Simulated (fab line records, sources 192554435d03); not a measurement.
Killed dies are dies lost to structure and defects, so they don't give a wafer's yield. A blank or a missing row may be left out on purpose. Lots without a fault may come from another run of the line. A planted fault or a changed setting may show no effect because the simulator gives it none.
Which tool did it? | flow n5_finfet | 11 lots, 30 wafers sampled, at 2 steps of a route of 1938

WHAT THE GAUGES READ, wafer by wafer
N5_DUMMY_GATE_INSPECT_27: inspects for defects (brightfield).
lot  | measured    | on                | raw_defect_count
L108 | day 3 07:13 | defect_inspect-01 | 247 132
L110 | day 3 19:18 | defect_inspect-01 | 313 208
L112 | day 4 07:19 | defect_inspect-02 | 283 272
L113 | day 4 14:38 | defect_inspect-02 | 246 198 185
L116 | day 5 10:26 | defect_inspect-01 | 290 315 337
L117 | day 5 17:59 | defect_inspect-02 | 365 424 405
L118 | day 5 19:43 | defect_inspect-02 | 294 176 295
L119 | day 6 03:15 | defect_inspect-01 | 770 872 744
L121 | day 6 11:35 | defect_inspect-01 | 363 322 245
L120 | day 6 12:13 | defect_inspect-01 | 904 961 836
L129 | day 8 11:44 | defect_inspect-02 | 225 263 354

WHICH TOOL RAN EACH LOT (tool, then ch and the chambers of the sampled wafers, then the start)
lot  | N5_DUMMY_GATE_STRIP_40
L108 | rie_diel-03 ch 2,3, day 3 06:23
L110 | rie_diel-02 ch 2,3, day 3 18:28
L112 | rie_diel-02 ch 1,3, day 4 06:28
L113 | rie_diel-01 ch 0,1,2, day 4 13:22
L116 | rie_diel-02 ch 0,2,3, day 5 09:31
L117 | rie_diel-03 ch 0,1,3, day 5 17:07
L118 | rie_diel-03 ch 0,1,2, day 5 18:35
L119 | rie_diel-03 ch 0,2, day 6 02:25
L121 | rie_diel-01 ch 0,3, day 6 10:37
L120 | rie_diel-03 ch 1,2,3, day 6 11:23
L129 | rie_diel-01 ch 0,1, day 8 10:55
- N5_DUMMY_GATE_STRIP_40: strips in CF4.

THE ANSWER, worked out from the rows above alone
Rule: what is usual is taken from the lots themselves. Put in order of their means at a reading, lots are off if they are a third of the lots or fewer, leave a main group of 4 or more, and stand apart from it by a gap of 3 or more times the standard deviation of the main group's means; of several such gaps the widest counts. A main group whose means are all the same, to the digits that the tables above print for the reading, isn't used. A lot without any number at a reading at which 4 lots or more have one is off too. The other lots that the step has rows for count as sound.
Off: L119, L120, at N5_DUMMY_GATE_INSPECT_27 (raw_defect_count). The main group: mean 277, standard deviation 58.
A tool fits if, at a process step before that reading, it ran every lot that is off, and no sound lot after the first of them. The gauges at N5_DUMMY_GATE_INSPECT_27 are tried like those tools. One fits: rie_diel-03 at N5_DUMMY_GATE_STRIP_40. Its last sound lot is L118 (day 5 18:35), its first lot that is off L119 (day 6 02:25): a fault that began between those two fits.

WHAT THE SIMULATOR HAD PUT IN
Chamber particle source: rie_diel-03, from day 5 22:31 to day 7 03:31, at N5_DUMMY_GATE_STRIP_40. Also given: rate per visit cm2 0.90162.
Lots struck among those shown: L119, L120. The rule above found the same.
